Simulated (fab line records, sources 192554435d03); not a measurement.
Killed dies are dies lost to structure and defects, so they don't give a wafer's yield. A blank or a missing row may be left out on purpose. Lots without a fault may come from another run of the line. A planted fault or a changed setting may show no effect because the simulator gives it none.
A struck lot beside a sound one | flow n5_finfet | 16 steps out of a route of 1938
Sound: wafers L552.2, L552.3, L552.6. Struck: wafers L553.1, L553.2, L553.4. The cause comes at the end.
At each step with rows: each side's tool, then ch and its chambers, then its first start. Under that, the readings that differ: sound wafers | struck wafers | difference of the means | sigmas: that difference in standard deviations of wafers without a fault.
alike: readings whose means differ by less than 2 such deviations, and words and numbers that are the same on both sides. not compared: withheld readings, readings that some wafer has no value for, bounds like >300 that may hide the same value, and numbers for which the record gives no deviation and whose values overlap.
The two part at a step that has a row with sigmas, a row that says differs or no value, or rows on one side only. Numbers that don't overlap but have no deviation are shown without sigmas and don't part them. A reading that every wafer of one side lacks parts them only if that side has two wafers or more.

N5_BEOL_M1_DESCUM_16: chemistry O2, time 7 s.
  sound on rie_diel-03 ch 0,1,3, day 6 16:25; struck on rie_diel-03 ch 0,2,3, day 7 01:46
  alike: drypump_motor_current_A, oes_product_au, rf_vpp_V, showerhead_plenum_p_Torr, throttle_valve_pct
  not compared: rf_hours_counter_h
then, 1 step without rows for these wafers: N5_BEOL_M1_ETCH_74 (etches underlayer in N2/H2, target depth 6.5 nm, time 5.2 s).
N5_BEOL_M1_ETCH_63: etches SiARC in CF4, target depth 15.6 nm, time 26 s.
  sound on rie_diel-03 ch 0,1,3, day 6 16:28; struck on rie_diel-03 ch 0,2,3, day 7 01:49
  alike: drypump_motor_current_A, etch_rf_on_time_s, oes_product_au, rf_vpp_V, showerhead_plenum_p_Torr, throttle_valve_pct
  not compared: rf_hours_counter_h
N5_BEOL_M1_ETCH_64: etches SOC in N2/H2, target depth 75 nm, overetch 15 nm, time 112.5 s.
  sound on rie_diel-03 ch 0,1,3, day 6 16:30; struck on rie_diel-03 ch 0,2,3, day 7 01:51
  alike: drypump_motor_current_A, oes_product_au, rf_vpp_V, showerhead_plenum_p_Torr, throttle_valve_pct
  not compared: rf_hours_counter_h
then, 2 steps without rows for these wafers: N5_BEOL_M1_STRIP_65 (strips in N2/H2); N5_BEOL_M1_STRIP_75 (strips in N2/H2).
N5_BEOL_M1_STRIP_66: strips in CF4.
  sound on rie_diel-03 ch 0,1,3, day 6 16:38; struck on rie_diel-03 ch 0,2,3, day 7 01:58
  alike: drypump_motor_current_A, oes_product_au, rf_vpp_V, showerhead_plenum_p_Torr, throttle_valve_pct
  not compared: rf_hours_counter_h
then, 1 step without rows for these wafers: N5_BEOL_M1_HM_OPEN_17 (chemistry Cl2/BCl3, target TiN, target depth 20 nm, overetch 6 nm).
N5_BEOL_M1_STRIP_19: strips in O2.
  sound on rie_diel-03 ch 2,3, day 6 16:47; struck on rie_diel-02 ch 0,1,3, day 7 02:08
  alike: drypump_motor_current_A, oes_product_au, rf_vpp_V, showerhead_plenum_p_Torr, throttle_valve_pct
  not compared: rf_hours_counter_h
N5_BEOL_M1_CD_MEAS_18: pitch 36 nm, target cd 18 nm.
  sound on cd_sem-02, day 6 16:52; struck on cd_sem-01, day 7 02:12
  alike: cd_nm
then, 2 steps without rows for these wafers: N5_BEOL_M1_COAT_67 (time 60 s, resist thk 60 nm); N5_BEOL_M1_COAT_68 (time 60 s, resist thk 12 nm).
N5_BEOL_M1_COAT_76: time 60 s, resist thk 5 nm.
  sound on litho_track-03 ch 0, day 6 16:54; struck on litho_track-03 ch 0, day 7 02:14
  reading                  | sound                | struck               | difference | sigmas
  heater_power_total_W (W) | 389.7 393.9 391.9    | 420.4 417.8 419.4    | +27.4      | +21
  plate_temp_C (C)         | 205.05 205.13 205.04 | 217.19 217.32 217.10 | +12.13     | +71
then, 1 step without rows for these wafers: N5_BEOL_M1_COAT_22 (resist thk 30 nm).
-- the record jumps here: 2 days lie between the struck wafers' starts before and after (it left off in module BEOL_M1 and takes up again in module BEOL_M4, whose first step shown is number 1111 of the route) --
N5_BEOL_M4_RC_MEAS_101:
  sound on prober-02 ch 0, day 8 23:26; struck on prober-01 ch 0, day 9 04:10
  reading   | sound          | struck         | difference | sigmas
  VT_P (mV) | -248 -246 -248 | -256 -256 -257 | -9         | -2
  alike: DIBL_N, DIBL_P, IOFF_N, IOFF_P, ION_N, ION_P, SS_N, SS_P, VT_N
-- the record jumps here: 5 days lie between the struck wafers' starts before and after (it left off in module BEOL_M4 and takes up again in module PASSIVATION, whose first step shown is number 1936 of the route) --
N5_PASSIVATION_PROBE_49:
  sound on prober-02, day 14 10:43; struck on prober-02, day 14 13:34
  reading         | sound    | struck | difference | sigmas
  killed_at_M4_up | 15 20 23 | 5 6 8  | -13        | -2
  alike: defect_limited_yield, killed_at_M0_to_M3, killed_at_contacts, killed_at_front_end, killed_at_other, killed_dies, killed_open, killed_short, sort_bin_5_function, sort_bin_6_memory, sort_bin_8_speed, sort_n_pass, sort_yield_pct

WHERE THEY PART
First at N5_BEOL_M1_COAT_76; last, within this record, at N5_PASSIVATION_PROBE_49.

WHY: what the simulator had put in
Process parameter drift: litho_track-03, from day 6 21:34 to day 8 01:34, at N5_BEOL_M1_COAT_76. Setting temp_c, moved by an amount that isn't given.
